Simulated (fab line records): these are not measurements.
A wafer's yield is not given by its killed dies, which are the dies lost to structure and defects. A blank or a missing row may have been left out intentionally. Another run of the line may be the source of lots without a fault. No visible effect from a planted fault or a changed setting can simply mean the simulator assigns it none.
Problem report in the 8D (eight disciplines) form, filled by code | flow nandHarc | the parts of the form that need people (team, actions taken, sign-off) are left out

1. WHAT WENT WRONG
cdNm at NHARC_P_GATE_CD_MEAS_46 reads a mean of 769.3 nm on 9 wafers of 3 lots; wafers without a fault read 721.3 nm with a standard deviation of 1.9. Relative to the usual mean, that is a shift of +25 standard deviations.
The step: target cd 720 nm.
The first sign was on wafer L995.2 at day 11 01:38, on cdSem-02. At this step, 36 wafers from 12 lots have a number in the record. The rule behind "out" and "out of limits": a value lying over 4 standard deviations away from the usual mean. Any other wafer with a number is counted as sound.

2. WHAT IT IS, WHAT IT ISN'T
question                    | is                     | is not
which readings at this step | cdNm                   | -
which lots                  | L995, L996, L997       | L100, L101, L102, L103, L105, L983, L984, L986, L989
which wafers of those lots  | all that have a number | -
read on which gauges        | cdSem-02, cdSem-03     | cdSem-01
when                        | from day 11 01:38      | up to then (12 sound wafers); but 15 sound wafers of L100, L101, L102, L103, L105 came after

3. WHAT RULES OUT EACH SUSPECT
Counting: a tool stays on the suspect list if, at a process step up to the reading, it processed all lots that are out and no sound lot following the first of them.
- the gauge at NHARC_P_GATE_CD_MEAS_46: ruled out. Those wafers that are out were read across 2 gauges (cdSem-02, cdSem-03).
- krfScanner-01 at NHARC_P_GATE_EXPOSE_43 (exposes mask P NSD, target cd 720 nm): ruled out as a lasting fault. Following L995 (day 11 01:28), the first lot on it that is out, the sound lots L103, L105 were run on it.
Left after counting: nothing in the record.

4. THE CAUSE (what the simulator had put in)
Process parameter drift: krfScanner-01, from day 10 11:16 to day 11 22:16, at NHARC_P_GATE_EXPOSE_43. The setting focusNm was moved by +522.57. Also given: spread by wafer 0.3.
Counting ruled it out, wrongly: the rule takes a fault to strike every lot that its tool runs from its start on, and this one did not.

5. THE EFFECT CHAIN, in route order
One row per reading whose mean, taken over the struck wafers that have a number, lies over 3 standard deviations from the usual. Only readings whose record carries a usual standard deviation are examined. hours: median over the lots of the time between each lot's start at the first step of this table that gives one and its start at this step. sigmas: the change, counted in usual standard deviations.
hours | step                    | reading | usual    | on struck wafers | change | sigmas
0     | NHARC_P_GATE_CD_MEAS_46 | cdNm    | 721.3 nm | 769.3            | +48.0  | +25
Later steps that measure or inspect, where all struck wafers having a row at the step show a number for every such reading and not one has moved that far: NHARC_END_SORT_01.

6. HOW IT WOULD HAVE BEEN CAUGHT EARLIER
In this record the first reading out of limits at a measuring or inspecting step was taken at day 11 01:38, 14 hours after the fault began at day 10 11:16.
An alarm limit of 4 standard deviations would not have fired on the tool readings at NHARC_P_GATE_EXPOSE_43 for which the record gives a usual standard deviation, since none of them was out on any struck wafer.
